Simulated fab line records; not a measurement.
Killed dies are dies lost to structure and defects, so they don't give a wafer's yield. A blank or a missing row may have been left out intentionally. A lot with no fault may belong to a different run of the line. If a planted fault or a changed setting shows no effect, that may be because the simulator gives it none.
fab line records	flow nand_harc
[record] lots = 12	wafers = 32	last_day = 34
route steps=1302 shown A_CHANNEL_HOLE_D1@468 A_CHANNEL_FILL_D1@492 END@1302
lots untouched by any fault: they come from a run of this same line in which no faults occurred
start_h: start of the lot's first displayed wafer, in hours after the record's first day	wait_h: time in hours since the lot's previous step	" repeats the value in the row above	L1.1+2: several wafers, shown together as one row	- no value present, or no start provided	* or withheld: withheld	< > ~ a bound
route shown NAME@n: NAME is a module with steps in the file, n the number in the route of the first one	usual: mean and standard deviation over wafers with no fault	same: alike in all rows	chamber/n: place in a boat	sites: the reading at each site	_std_site: standard deviation across them	_edge_site: outer sites' mean less inner sites'	radius_mm: for every site, how far away it sits from the centre of the wafer	mask NAME#n: copy n	behind: tool/chamber where the wafer was last shaped	hold: why the lot went on hold/how many hours it stayed there/how the hold came to an end	device: transistor that didn't switch, given as n, p or np	end of line: tests run on the same wafers once the route is complete	a step given without rows: its recipe and nothing more	killed: at the first sort, the dies lost to defects and structure; wafer yield is something else	map: dies across one wafer; x = killed, . = not, _ = none there
set.NAME: the setting that was run; set.NAME@STEP: the one run at that earlier step	model.NAME: the simulator's own value behind a step, which no gauge read
steps of the route over a sample of lots; a table a step, a row a wafer
services: when a tool's chamber went out of use (start_h, in hours from the record's first day, below 0 if earlier), for how many hours, and the reason
[[steps]]
[step NHARC_A_CHANNEL_HOLE_D1_ETCH_34]
[recipe] target_depth_a = 1540	time_s = 77	cf4_flow_sccm = 100	chf3_flow_sccm = 30	ar_flow_sccm = 0	rf_w = 500	bias_w = 200	chemistry = CF4/CHF3
[usual] drypump_motor_current_A = 5.8/0.47	oes_product_au = 0.946/0.024	rf_vpp_V = 370.6/2.6	showerhead_plenum_p_Torr = 1.58/0.071	throttle_valve_pct = 16.802/0.0094
[same] time_s = 77
lot.wafer	tool	chamber	start_h	wait_h	drypump_motor_current_A	oes_product_au	rf_hours_counter_h	rf_vpp_V	showerhead_plenum_p_Torr	throttle_valve_pct
L404.2	rie_diel-13	0	-	-	6.1	0.977	1	370.7	1.58	16.812
L404.4	"	2	"	"	5.6	0.941	1	372.9	1.64	16.791
L404.5	"	3	"	"	6.4	0.956	-	366.4	1.48	16.807
L406.4	rie_diel-04	1	-	-	5.0	0.977	7	371.8	1.64	16.780
L406.2	"	2	"	"	5.3	0.947	5	366.7	1.48	16.800
L406.1	"	3	"	"	5.2	0.950	5	367.7	1.50	16.800
L407.2	rie_diel-10	1	-	-	5.9	0.904	11	367.0	1.47	16.791
L407.4	"	3	"	"	5.4	0.924	12	374.3	1.65	16.815
L407.6	"	2	"	"	5.6	0.910	-	373.1	1.63	16.812
L409.2	rie_diel-10	0	-	-	6.5	0.923	14	370.0	1.54	16.819
L409.4	"	2	"	"	5.6	0.915	13	371.1	1.63	16.821
L409.6	"	0	"	"	6.5	0.929	-	368.8	1.54	16.807
L410.4	rie_diel-04	1	-	-	5.0	0.979	17	373.3	1.64	16.805
L410.3	"	2	"	"	5.3	0.948	16	366.6	1.48	16.821
L410.6	"	0	"	"	6.3	0.971	-	372.3	1.60	16.799
L411.1	rie_diel-04	0	-	-	6.2	0.923	19	371.7	1.60	16.802
L411.6	"	0	"	"	6.3	0.921	-	372.8	1.60	16.813
L411.5	"	1	"	"	4.9	0.932	-	371.9	1.64	16.807
L412.2	rie_diel-10	2	-	-	5.6	0.974	1	372.7	1.63	16.807
L412.6	"	2	"	"	5.6	0.974	-	373.2	1.63	16.798
L412.5	"	3	"	"	5.5	0.948	-	374.2	1.65	16.809
L420.6	rie_diel-10	2	-	-	5.6	0.923	-	372.5	1.63	16.807
L422.1	rie_diel-10	1	-	-	5.8	0.944	9	367.9	1.47	16.794
L425.1	rie_diel-10	2	-	-	5.6	0.919	11	372.2	1.63	16.791
L425.2	"	3	"	"	5.4	0.921	12	373.2	1.65	16.788
L425.5	"	3	"	"	5.4	0.917	-	372.0	1.65	16.800
L424.1	rie_diel-10	3	-	-	5.4	0.905	13	372.9	1.65	16.795
L424.2	"	0	"	"	6.5	0.917	13	371.3	1.54	16.800
L424.5	"	0	"	"	6.5	0.931	-	369.4	1.54	16.808
L427.2	rie_diel-13	2	-	-	5.6	0.968	19	372.0	1.62	16.810
L427.6	"	0	"	"	6.1	0.967	-	370.0	1.57	16.802
L427.5	"	2	"	"	5.6	0.960	-	371.3	1.62	16.802
[step NHARC_A_CHANNEL_HOLE_D1_ETCH_16]
[recipe] target_depth_a = 31000	over_etch_frac = 0.3	time_s = 806	ion_energy_ev = 150	o2_flow_sccm = 400	cos_flow_sccm = 20	ar_flow_sccm = 0	rf_w = 500	bias_w = 300	chemistry = O2/COS
[usual] drypump_motor_current_A = 5.8/0.48	oes_product_au = 0.999/0.0091	rf_vpp_V = 314.2/2.3	showerhead_plenum_p_Torr = 3.13/0.14	throttle_valve_pct = 28.330/0.0086
[same] time_s = 806
lot.wafer	tool	chamber	start_h	wait_h	drypump_motor_current_A	oes_product_au	rf_hours_counter_h	rf_vpp_V	showerhead_plenum_p_Torr	throttle_valve_pct
L404.2	rie_diel-13	2	-	-	5.6	0.988	1	315.2	3.25	28.307
L404.4	"	3	"	"	6.4	1.001	1	309.8	2.94	28.331
L404.5	"	1	"	"	5.1	1.000	-	318.6	3.37	28.325
L406.2	rie_diel-04	3	-	-	5.2	1.010	5	313.1	2.98	28.326
L406.4	"	1	"	"	5.0	0.997	7	316.1	3.25	28.345
L406.1	"	2	"	"	5.3	0.998	6	311.1	2.93	28.333
L407.4	rie_diel-10	3	-	-	5.4	0.993	12	316.2	3.28	28.330
L407.2	"	1	"	"	5.9	1.002	12	311.1	2.92	28.330
L407.6	"	3	"	"	5.4	0.995	-	316.6	3.28	28.327
L409.2	rie_diel-10	2	-	-	5.6	0.983	13	314.5	3.24	28.329
L409.4	"	1	"	"	5.9	0.981	14	311.8	2.92	28.337
L409.6	"	3	"	"	5.5	0.983	-	315.8	3.28	28.313
L410.4	rie_diel-04	0	-	-	6.2	0.996	17	314.9	3.18	28.323
L410.3	"	1	"	"	5.0	0.997	18	315.2	3.25	28.330
L410.6	"	2	"	"	5.3	0.992	-	309.9	2.93	28.330
L411.1	rie_diel-04	3	-	-	5.2	1.006	18	311.9	2.97	28.331
L411.6	"	1	"	"	5.0	1.013	-	315.0	3.25	28.342
L411.5	"	2	"	"	5.3	1.006	-	311.8	2.93	28.324
L412.2	rie_diel-10	0	-	-	6.5	0.993	1	313.7	3.06	28.325
L412.6	"	1	"	"	5.9	0.996	-	310.9	2.92	28.337
L412.5	"	2	"	"	5.6	0.996	-	316.7	3.24	28.337
L420.6	rie_diel-10	2	-	-	5.7	1.001	-	315.3	3.23	28.344
L422.1	rie_diel-10	2	-	-	5.6	0.989	8	316.9	3.23	28.331
L425.2	rie_diel-10	0	-	-	6.5	1.010	12	312.6	3.05	28.324
L425.1	"	2	"	"	5.6	1.002	11	315.2	3.23	28.336
L425.5	"	0	"	"	6.5	1.008	-	314.1	3.05	28.338
L424.2	rie_diel-10	0	-	-	6.5	1.005	13	314.2	3.05	28.341
L424.1	"	2	"	"	5.6	1.011	12	317.2	3.23	28.329
L424.5	"	3	"	"	5.4	1.003	-	315.4	3.27	28.313
L427.2	rie_diel-13	0	-	-	6.1	1.008	20	314.4	3.11	28.329
L427.6	"	3	"	"	6.4	1.015	-	311.6	2.91	28.336
L427.5	"	2	"	"	5.6	1.010	-	315.7	3.22	28.328
[step NHARC_A_CHANNEL_HOLE_D1_STRIP_27]
[recipe] o2_flow_sccm = 500	ar_flow_sccm = 0	bias_w = 0	chemistry = O2
[usual] drypump_motor_current_A = 5.7/0.49	oes_product_au = 0.996/0.0084	rf_vpp_V = 57.9/0.74	showerhead_plenum_p_Torr = 3.52/0.16	throttle_valve_pct = 17.037/0.0096
lot.wafer	tool	chamber	start_h	wait_h	drypump_motor_current_A	oes_product_au	rf_hours_counter_h	rf_vpp_V	showerhead_plenum_p_Torr	throttle_valve_pct
L404.4	rie_diel-04	2	-	-	5.3	0.993	0	57.4	3.32	17.032
L404.2	"	3	"	"	5.2	1.000	0	58.3	3.37	17.035
L404.5	"	0	"	"	6.2	0.978	-	57.8	3.61	17.043
L406.1	rie_diel-04	3	-	-	5.2	1.011	6	58.2	3.37	17.022
L406.2	"	0	"	"	6.3	0.986	8	58.8	3.60	17.035
L406.4	"	1	"	"	5.0	1.006	8	59.5	3.68	17.042
L407.4	rie_diel-04	0	-	-	6.3	0.994	8	57.9	3.60	17.046
L407.2	"	3	"	"	5.2	0.995	6	59.3	3.37	17.031
L407.6	"	0	"	"	6.3	0.985	-	56.8	3.60	17.041
L409.4	rie_diel-04	0	-	-	6.2	0.982	19	58.1	3.60	17.033
L409.2	"	2	"	"	5.3	0.993	18	58.0	3.31	17.051
L409.6	"	1	"	"	5.0	0.998	-	57.6	3.67	17.042
L410.4	rie_diel-04	0	-	-	6.3	0.991	19	57.7	3.59	17.032
L410.3	"	1	"	"	5.0	0.999	19	58.4	3.67	17.023
L410.6	"	0	"	"	6.3	0.986	-	57.8	3.60	17.059
L411.1	rie_diel-10	0	-	-	6.5	0.996	1	57.4	3.46	17.033
L411.5	"	0	"	"	6.5	1.003	-	57.7	3.46	17.027
L411.6	"	1	"	"	5.9	1.007	-	56.8	3.30	17.041
L412.2	rie_diel-13	2	-	-	5.6	0.997	31	59.1	3.65	17.045
L412.6	"	0	"	"	6.1	0.982	-	57.7	3.54	17.028
L412.5	"	1	"	"	5.1	0.999	-	59.4	3.79	17.044
L420.6	rie_diel-10	0	-	-	6.5	0.999	-	58.2	3.46	17.024
L422.1	rie_diel-10	2	-	-	5.7	1.012	9	57.2	3.65	17.028
L425.2	rie_diel-13	1	-	-	5.1	0.991	13	57.4	3.77	17.025
L425.1	"	2	"	"	5.6	1.011	13	57.8	3.64	17.020
L425.5	"	0	"	"	6.1	1.009	-	57.6	3.52	17.050
L424.2	rie_diel-10	3	-	-	5.4	0.992	13	57.2	3.70	17.030
L424.1	"	1	"	"	5.9	0.985	11	58.6	3.30	17.032
L424.5	"	0	"	"	6.5	1.001	-	56.9	3.45	17.048
L427.2	rie_diel-13	3	-	-	6.4	0.996	21	57.2	3.29	17.044
L427.5	"	3	"	"	6.4	0.994	-	56.6	3.29	17.043
L427.6	"	0	"	"	6.1	1.013	-	58.6	3.51	17.019
[step NHARC_A_CHANNEL_FILL_D1_ALD_02]
[recipe] target_thk_a = 60	pulse_time_s = 10	ald_cycles = 60	temp_c = 300	material = SiO2
[usual] ald_cycles = 60/0	heater_power_w = 450/49	precursor_pulse_height_rel = 1.001/0.02
lot.wafer	tool	chamber	start_h	wait_h	ald_cycles	heater_power_w	precursor_pulse_height_rel
L404.2	ald_hk-02	2	188.73	-	60	405	0.991
L404.4	"	0	"	"	60	415	0.995
L404.5	"	2	"	"	60	403	0.998
L406.4	ald_hk-02	1	210.63	-	60	528	0.972
L406.2	"	2	"	"	60	389	1.040
L406.1	"	3	"	"	60	531	0.973
L407.4	ald_hk-01	0	215.59	-	60	431	1.028
L407.2	"	2	"	"	60	428	0.988
L407.6	"	1	"	"	60	420	0.986
L409.4	ald_hk-01	1	251.27	-	60	409	1.037
L409.2	"	3	"	"	60	386	1.009
L409.6	"	1	"	"	60	408	0.996
L410.3	ald_hk-04	3	251.68	-	60	496	1.009
L410.4	"	0	"	"	60	511	1.000
L410.6	"	2	"	"	60	414	1.013
L411.1	ald_hk-04	0	258.12	-	60	516	0.987
L411.5	"	3	"	"	60	506	0.998
L411.6	"	0	"	"	60	516	0.974
L412.2	ald_hk-02	1	273.57	-	60	535	0.987
L412.5	"	0	"	"	60	417	1.018
L412.6	"	1	"	"	60	519	0.989
L420.6	ald_hk-04	0	349.72	-	27	493	0.996
L422.1	ald_hk-04	0	371.72	-	27	502	1.011
L425.2	ald_hk-01	2	400.28	-	60	444	0.985
L425.1	"	0	"	"	60	423	1.023
L425.5	"	1	"	"	60	400	0.993
L424.1	ald_hk-02	1	400.47	-	60	524	1.038
L424.2	"	0	"	"	60	405	1.034
L424.5	"	2	"	"	60	381	0.976
L427.2	ald_hk-01	2	426.77	-	60	441	0.987
L427.5	"	2	"	"	60	438	0.985
L427.6	"	3	"	"	60	424	0.933
[step NHARC_END_SORT_01]
[recipe] temp_c = 25
[usual] killed_at_array = 52/17	killed_at_other = 0.9/1.2	killed_at_periphery = 3.9/2.7	killed_dies = 57/16	killed_open = 3.3/1.9	killed_short = 2.5/1.5
[same] gross_dies = 677
lot.wafer	tool	chamber	start_h	wait_h	killed_at_array	killed_at_other	killed_at_periphery	killed_dies	killed_open	killed_short
L404.2	prober-01	0	566.52	2.8	75	0	0	75	0	4
L404.4	prober-01	0	568.12	3.4	81	1	1	83	6	1
L404.5	prober-01	0	568.92	3.7	80	1	1	82	1	6
L407.2	prober-02	0	585.98	2.8	58	1	2	61	3	2
L407.4	prober-02	0	587.57	3.4	52	1	2	55	5	3
L407.6	prober-02	0	589.16	4.0	50	1	8	59	3	5
L406.1	prober-02	0	592.98	2.5	59	0	3	62	2	1
L406.2	prober-02	0	593.78	2.8	76	0	3	79	2	2
L406.4	prober-02	0	595.38	3.4	80	0	1	81	2	4
L410.3	prober-02	0	623.84	3.1	76	0	3	79	1	3
L410.4	prober-02	0	624.64	3.4	71	0	1	72	2	1
L410.6	prober-02	0	626.24	4.0	71	0	1	72	3	6
L409.2	prober-01	0	638.22	2.8	32	4	0	36	3	3
L409.4	prober-01	0	639.84	3.4	24	1	1	26	1	4
L409.6	prober-01	0	641.46	4.0	28	2	8	38	7	5
L411.1	prober-01	0	647.09	2.5	49	0	2	51	5	1
L411.5	prober-01	0	650.31	3.7	61	1	2	64	5	5
L411.6	prober-01	0	651.12	4.0	58	1	5	64	3	3
L412.2	prober-02	0	647.85	2.8	40	0	1	41	1	2
L412.5	prober-02	0	650.24	3.7	27	0	3	30	2	3
L412.6	prober-02	0	651.03	4.0	44	1	2	47	2	3
L420.6	prober-01	0	724.70	4.0	39	0	3	42	3	0
L422.1	prober-01	0	741.36	2.5	66	0	6	72	7	3
L425.1	prober-02	0	789.69	2.5	24	0	5	29	2	2
L425.2	prober-02	0	790.49	2.8	45	0	1	46	2	3
L425.5	prober-02	0	792.88	3.7	37	0	4	41	7	2
L424.1	prober-02	0	806.04	2.5	42	0	6	48	1	3
L424.2	prober-02	0	806.83	2.8	44	0	5	49	1	2
L424.5	prober-02	0	809.21	3.7	40	0	6	46	3	1
L427.2	prober-01	0	806.79	2.8	73	0	3	76	3	7
L427.5	prober-01	0	809.16	3.7	65	0	0	65	2	4
L427.6	prober-01	0	809.95	4.0	65	0	3	68	5	3
// killed by level:class
L404.2 A_CHANNEL_HOLE_D1:chamber_film_flake=31 A_SLIT:chamber_film_flake=21 A_STAIRCASE:chamber_film_flake=7 A_CHANNEL_HOLE_D2:chamber_film_flake=6 A_CHANNEL_FILL_D2:geometric_particle:short=3 A_CONTACT:chamber_film_flake=3 A_WL_FILL:geometric_particle:short=1 A_ZERO_WELL:chamber_film_flake=1
L404.4 A_CHANNEL_HOLE_D1:chamber_film_flake=32 A_SLIT:chamber_film_flake=17 A_STAIRCASE:chamber_film_flake=8 A_CHANNEL_FILL_D1:chamber_film_flake=5 A_CHANNEL_HOLE_D2:chamber_film_flake=5 A_CONTACT:chamber_film_flake=4 A_ONON_D2:geometric_particle:open=2 A_WL_FILL:chamber_film_flake=2
L404.5 A_CHANNEL_HOLE_D1:chamber_film_flake=38 A_SLIT:chamber_film_flake=18 A_STAIRCASE:chamber_film_flake=5 A_CONTACT:chamber_film_flake=5 A_WL_FILL:geometric_particle:short=3 A_CHANNEL_FILL_D1:chamber_film_flake=3 A_CHANNEL_HOLE_D2:chamber_film_flake=3 P_M1:geometric_particle:short=1
L407.2 A_CHANNEL_HOLE_D1:chamber_film_flake=26 A_SLIT:chamber_film_flake=10 A_CHANNEL_HOLE_D2:chamber_film_flake=9 A_STAIRCASE:chamber_film_flake=4 A_CONTACT:chamber_film_flake=4 P_CONTACT:geometric_particle:open=1 A_ONON_D1:geometric_particle:short=1 A_ONON_D2:geometric_particle:short=1
L407.4 A_CHANNEL_HOLE_D1:chamber_film_flake=29 A_SLIT:chamber_film_flake=8 A_CHANNEL_HOLE_D2:chamber_film_flake=3 A_CONTACT:chamber_film_flake=3 A_ONON_D1:geometric_particle:open=2 A_CONTACT:geometric_particle:open=2 P_CONTACT:geometric_particle:short=1 A_ONON_D1:geometric_particle:short=1
L407.6 A_CHANNEL_HOLE_D1:chamber_film_flake=28 A_SLIT:chamber_film_flake=6 P_STI:chamber_film_flake=5 A_CONTACT:chamber_film_flake=4 P_GATE:chamber_film_flake=3 A_CHANNEL_HOLE_D2:chamber_film_flake=3 A_BLC:geometric_particle:short=2 A_CHANNEL_HOLE_D1:geometric_particle:open=1
L406.1 A_CHANNEL_HOLE_D1:chamber_film_flake=26 A_CHANNEL_HOLE_D2:chamber_film_flake=23 P_ZERO_WELL:chamber_film_flake=2 A_CHANNEL_FILL_D1:chamber_film_flake=2 A_WL_FILL:chamber_film_flake=2 A_CONTACT:unspecified=2 A_CHANNEL_FILL_D1:geometric_particle:open=1 A_SGD_CUT:geometric_particle:short=1
L406.2 A_CHANNEL_HOLE_D2:chamber_film_flake=34 A_CHANNEL_HOLE_D1:chamber_film_flake=31 A_WL_FILL:chamber_film_flake=3 P_GATE:chamber_film_flake=2 A_ZERO_WELL:chamber_film_flake=2 A_CHANNEL_FILL_D1:geometric_particle:short=1 A_CHANNEL_FILL_D1:geometric_particle:open=1 A_CHANNEL_FILL_D2:geometric_particle:short=1
L406.4 A_CHANNEL_HOLE_D1:chamber_film_flake=32 A_CHANNEL_HOLE_D2:chamber_film_flake=31 A_WL_FILL:chamber_film_flake=3 A_CONTACT:unspecified=3 A_CONTACT:chamber_film_flake=3 A_STAIRCASE:chamber_film_flake=2 P_STI:geometric_particle:short=1 A_CHANNEL_HOLE_D1:geometric_particle:short=1
L410.3 A_CHANNEL_HOLE_D2:chamber_film_flake=33 A_CHANNEL_HOLE_D1:chamber_film_flake=30 A_CONTACT:chamber_film_flake=4 P_CONTACT:chamber_film_flake=2 A_SGD_CUT:chamber_film_flake=2 A_ONON_D1:geometric_particle:short=1 A_CHANNEL_HOLE_D1:geometric_particle:short=1 A_CHANNEL_FILL_D1:geometric_particle:short=1
L410.4 A_CHANNEL_HOLE_D2:chamber_film_flake=31 A_CHANNEL_HOLE_D1:chamber_film_flake=29 A_CONTACT:chamber_film_flake=5 A_SGD_CUT:chamber_film_flake=3 P_GATE:geometric_particle:short=1 A_CHANNEL_FILL_D1:geometric_particle:open=1 A_DECK1_JOINT:geometric_particle:open=1 A_STAIRCASE:chamber_film_flake=1
L410.6 A_CHANNEL_HOLE_D1:chamber_film_flake=30 A_CHANNEL_HOLE_D2:chamber_film_flake=28 A_CHANNEL_FILL_D1:geometric_particle:short=3 A_SGD_CUT:chamber_film_flake=3 A_DECK1_JOINT:geometric_particle:short=2 A_ONON_D1:geometric_particle:open=1 A_ONON_D2:geometric_particle:open=1 A_CHANNEL_HOLE_D2:geometric_particle:short=1
L409.2 A_CHANNEL_HOLE_D2:chamber_film_flake=10 A_CHANNEL_HOLE_D1:chamber_film_flake=5 THIN_TSV:chamber_film_flake=4 A_STAIRCASE:chamber_film_flake=3 A_M0:geometric_particle:short=2 A_CHANNEL_FILL_D1:chamber_film_flake=2 A_SLIT:chamber_film_flake=2 A_CONTACT:chamber_film_flake=2
L409.4 A_CHANNEL_HOLE_D1:chamber_film_flake=7 A_CONTACT:chamber_film_flake=4 A_CHANNEL_HOLE_D2:chamber_film_flake=4 A_STAIRCASE:chamber_film_flake=3 A_WL_FILL:geometric_particle:short=2 A_WL_FILL:chamber_film_flake=2 P_M0:geometric_particle:short=1 A_CHANNEL_FILL_D1:geometric_particle:short=1
L409.6 A_CHANNEL_HOLE_D2:chamber_film_flake=10 P_GATE:geometric_particle:open=3 A_WL_FILL:chamber_film_flake=3 A_CHANNEL_HOLE_D1:chamber_film_flake=2 A_CHANNEL_FILL_D1:chamber_film_flake=2 A_CHANNEL_FILL_D2:chamber_film_flake=2 A_CONTACT:chamber_film_flake=2 THIN_TSV:chamber_film_flake=2
L411.1 A_CHANNEL_HOLE_D1:chamber_film_flake=28 A_STAIRCASE:chamber_film_flake=6 A_CHANNEL_HOLE_D2:chamber_film_flake=4 P_STI:chamber_film_flake=2 A_CHANNEL_FILL_D2:chamber_film_flake=2 A_CONTACT:chamber_film_flake=2 A_CHANNEL_HOLE_D1:geometric_particle:open=1 A_CHANNEL_HOLE_D2:geometric_particle:open=1
L412.2 A_CHANNEL_HOLE_D2:chamber_film_flake=13 A_SLIT:chamber_film_flake=10 A_CONTACT:chamber_film_flake=9 A_CHANNEL_HOLE_D1:chamber_film_flake=3 P_M0:geometric_particle:open=1 A_ONON_D2:geometric_particle:short=1 A_CHANNEL_FILL_D2:geometric_particle:short=1 A_CHANNEL_FILL_D1:chamber_film_flake=1
L412.5 A_SLIT:chamber_film_flake=10 A_CHANNEL_HOLE_D2:chamber_film_flake=5 A_CONTACT:chamber_film_flake=4 A_DECK1_JOINT:chamber_film_flake=2 P_M0:geometric_particle:open=1 P_M0:geometric_particle:short=1 A_ONON_D1:geometric_particle:open=1 A_CHANNEL_FILL_D1:geometric_particle:short=1
L411.5 A_CHANNEL_HOLE_D1:chamber_film_flake=35 A_CHANNEL_HOLE_D2:chamber_film_flake=7 A_CONTACT:chamber_film_flake=4 A_CHANNEL_FILL_D2:chamber_film_flake=3 P_M0:geometric_particle:open=2 A_CHANNEL_FILL_D2:geometric_particle:short=2 A_STAIRCASE:chamber_film_flake=2 A_ONON_D1:geometric_particle:short=1
L412.6 A_SLIT:chamber_film_flake=23 A_CHANNEL_HOLE_D2:chamber_film_flake=6 A_CONTACT:chamber_film_flake=5 A_CHANNEL_HOLE_D1:chamber_film_flake=3 A_STAIRCASE:chamber_film_flake=2 A_DECK1_JOINT:geometric_particle:short=1 A_CHANNEL_FILL_D2:geometric_particle:open=1 A_SLIT:geometric_particle:short=1
L411.6 A_CHANNEL_HOLE_D1:chamber_film_flake=32 A_CHANNEL_HOLE_D2:chamber_film_flake=11 A_CONTACT:chamber_film_flake=5 A_CHANNEL_FILL_D1:chamber_film_flake=2 A_CHANNEL_FILL_D2:chamber_film_flake=2 A_STAIRCASE:chamber_film_flake=2 P_CONTACT:geometric_particle:short=1 P_CONTACT:geometric_particle:open=1
L420.6 A_CONTACT:chamber_film_flake=8 A_SLIT:chamber_film_flake=8 A_CHANNEL_HOLE_D2:chamber_film_flake=6 A_STAIRCASE:chamber_film_flake=5 A_SGD_CUT:chamber_film_flake=3 A_CHANNEL_HOLE_D1:chamber_film_flake=2 A_WL_FILL:chamber_film_flake=2 A_BONDPAD:chamber_film_flake=2
L422.1 A_CHANNEL_HOLE_D1:chamber_film_flake=31 A_SLIT:chamber_film_flake=14 A_STAIRCASE:chamber_film_flake=4 A_CONTACT:chamber_film_flake=4 A_CHANNEL_FILL_D2:geometric_particle:short=2 P_M1:chamber_film_flake=2 P_M2:chamber_film_flake=2 A_CHANNEL_FILL_D2:chamber_film_flake=2
L425.1 A_SLIT:chamber_film_flake=13 A_STAIRCASE:chamber_film_flake=4 P_GATE:chamber_film_flake=2 A_CONTACT:chamber_film_flake=2 P_M0:geometric_particle:open=1 A_ONON_D2:geometric_particle:short=1 A_SGD_CUT:geometric_particle:short=1 A_M0:chamber_film_flake=1
L425.2 A_SLIT:chamber_film_flake=30 A_CONTACT:chamber_film_flake=3 A_CHANNEL_HOLE_D2:chamber_film_flake=2 A_STAIRCASE:chamber_film_flake=2 A_SOURCE_PLATE:geometric_particle:short=1 A_CHANNEL_FILL_D2:geometric_particle:open=1 A_WL_FILL:geometric_particle:short=1 A_CONTACT:geometric_particle:open=1
L425.5 A_SLIT:chamber_film_flake=13 A_STAIRCASE:chamber_film_flake=4 A_M0:chamber_film_flake=4 A_CHANNEL_HOLE_D1:unspecified=3 A_CONTACT:chamber_film_flake=3 A_WL_FILL:geometric_particle:open=2 A_CHANNEL_HOLE_D1:chamber_film_flake=2 P_GATE:geometric_particle:open=1
L424.1 A_CHANNEL_HOLE_D1:chamber_film_flake=15 A_CHANNEL_HOLE_D2:chamber_film_flake=10 A_SLIT:chamber_film_flake=8 P_CONTACT:chamber_film_flake=5 A_SGD_CUT:chamber_film_flake=2 A_WL_FILL:chamber_film_flake=2 P_M2:geometric_particle:short=1 A_SOURCE_PLATE:geometric_particle:short=1
L427.2 A_CHANNEL_HOLE_D2:chamber_film_flake=26 A_SLIT:chamber_film_flake=12 A_CHANNEL_HOLE_D1:chamber_film_flake=10 A_CONTACT:chamber_film_flake=6 A_SGD_CUT:chamber_film_flake=6 A_STAIRCASE:chamber_film_flake=3 A_CHANNEL_FILL_D1:geometric_particle:short=2 A_CHANNEL_FILL_D2:geometric_particle:short=2
L424.2 A_CHANNEL_HOLE_D2:chamber_film_flake=25 A_SLIT:chamber_film_flake=8 A_CHANNEL_HOLE_D1:chamber_film_flake=5 P_CONTACT:chamber_film_flake=3 A_WL_FILL:chamber_film_flake=2 A_ONON_D1:geometric_particle:short=1 A_SGD_CUT:geometric_particle:short=1 A_M0:geometric_particle:open=1
L427.5 A_CHANNEL_HOLE_D2:chamber_film_flake=27 A_CHANNEL_HOLE_D1:chamber_film_flake=11 A_CONTACT:chamber_film_flake=10 A_SLIT:chamber_film_flake=6 A_SGD_CUT:chamber_film_flake=3 A_WL_FILL:geometric_particle:short=2 A_DECK1_JOINT:geometric_particle:open=1 A_ONON_D2:geometric_particle:short=1
L424.5 A_CHANNEL_HOLE_D2:chamber_film_flake=18 A_SLIT:chamber_film_flake=11 A_CHANNEL_HOLE_D1:chamber_film_flake=6 P_CONTACT:chamber_film_flake=4 P_M0:geometric_particle:open=1 A_DECK1_JOINT:geometric_particle:open=1 A_M1:geometric_particle:open=1 A_M1:geometric_particle:short=1
L427.6 A_CHANNEL_HOLE_D1:chamber_film_flake=20 A_SLIT:chamber_film_flake=12 A_CHANNEL_HOLE_D2:chamber_film_flake=11 A_CONTACT:chamber_film_flake=9 A_STAIRCASE:chamber_film_flake=3 P_M0:geometric_particle:short=1 P_M2:geometric_particle:short=1 A_ONON_D1:geometric_particle:open=1
[[services]]
tool	chamber	start_h	hours	kind
ald_hk-04	-	157.30	1.3	repair
rie_diel-13	-	166.90	9.0	pm
rie_diel-04	1	167.24	5.7	repair
ald_hk-02	-	170.77	10.0	pm
rie_diel-10	-	171.78	0.4	repair
rie_diel-04	-	177.96	9.0	pm
rie_diel-13	1	205.60	3.9	repair
ald_hk-04	-	208.26	0.5	repair
rie_diel-04	-	235.67	0.9	repair
rie_diel-10	-	242.65	9.0	pm
ald_hk-04	-	259.59	10.0	pm
rie_diel-04	1	270.51	8.7	repair
rie_diel-13	1	302.14	3.9	repair
rie_diel-10	2	323.97	10.4	repair
ald_hk-01	-	331.98	1.9	repair
rie_diel-13	-	343.90	9.0	pm
rie_diel-04	1	349.22	6.3	repair
rie_diel-04	-	354.97	9.0	pm
rie_diel-13	-	355.01	1.5	repair
rie_diel-04	-	369.12	1.9	repair
rie_diel-10	1	380.48	15.8	repair
rie_diel-10	1	401.79	3.6	repair
rie_diel-13	1	414.03	36.9	repair
rie_diel-10	-	419.66	9.0	pm
[[key]]
[first_sign] step = NHARC_A_CHANNEL_FILL_D1_ALD_02	reading = ald_cycles	direction = down	sigmas = 99+	usual = 60	struck = 27
effect none on later readings
met_at NHARC_A_CHANNEL_FILL_D1_ALD_02
struck_lots L420,L422
struck_wafers L420.6,L422.1
tester_left_out L420,L422
not_acting_at NHARC_A_CHANNEL_HOLE_D1_ETCH_34,NHARC_A_CHANNEL_HOLE_D1_ETCH_16,NHARC_A_CHANNEL_HOLE_D1_STRIP_27
onset_between 258.12 349.72
[fault] kind = process_parameter_drift	tool = ald_hk-04	chamber = 0	onset_h = 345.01	steps = NHARC_A_CHANNEL_FILL_D1_ALD_02	channel = ald_cycles	offset = -33	shape = step	end_h = 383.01	acts_in = these_recipes_only	stated = 60
// tester_left_out: of these lots the tester's yield and bins aren't shown, on N5 and GAA mostly nor the transistor test; their killed dies are dies lost to structure and defects alone, not to doping, threshold or leakage, so they don't give the yield
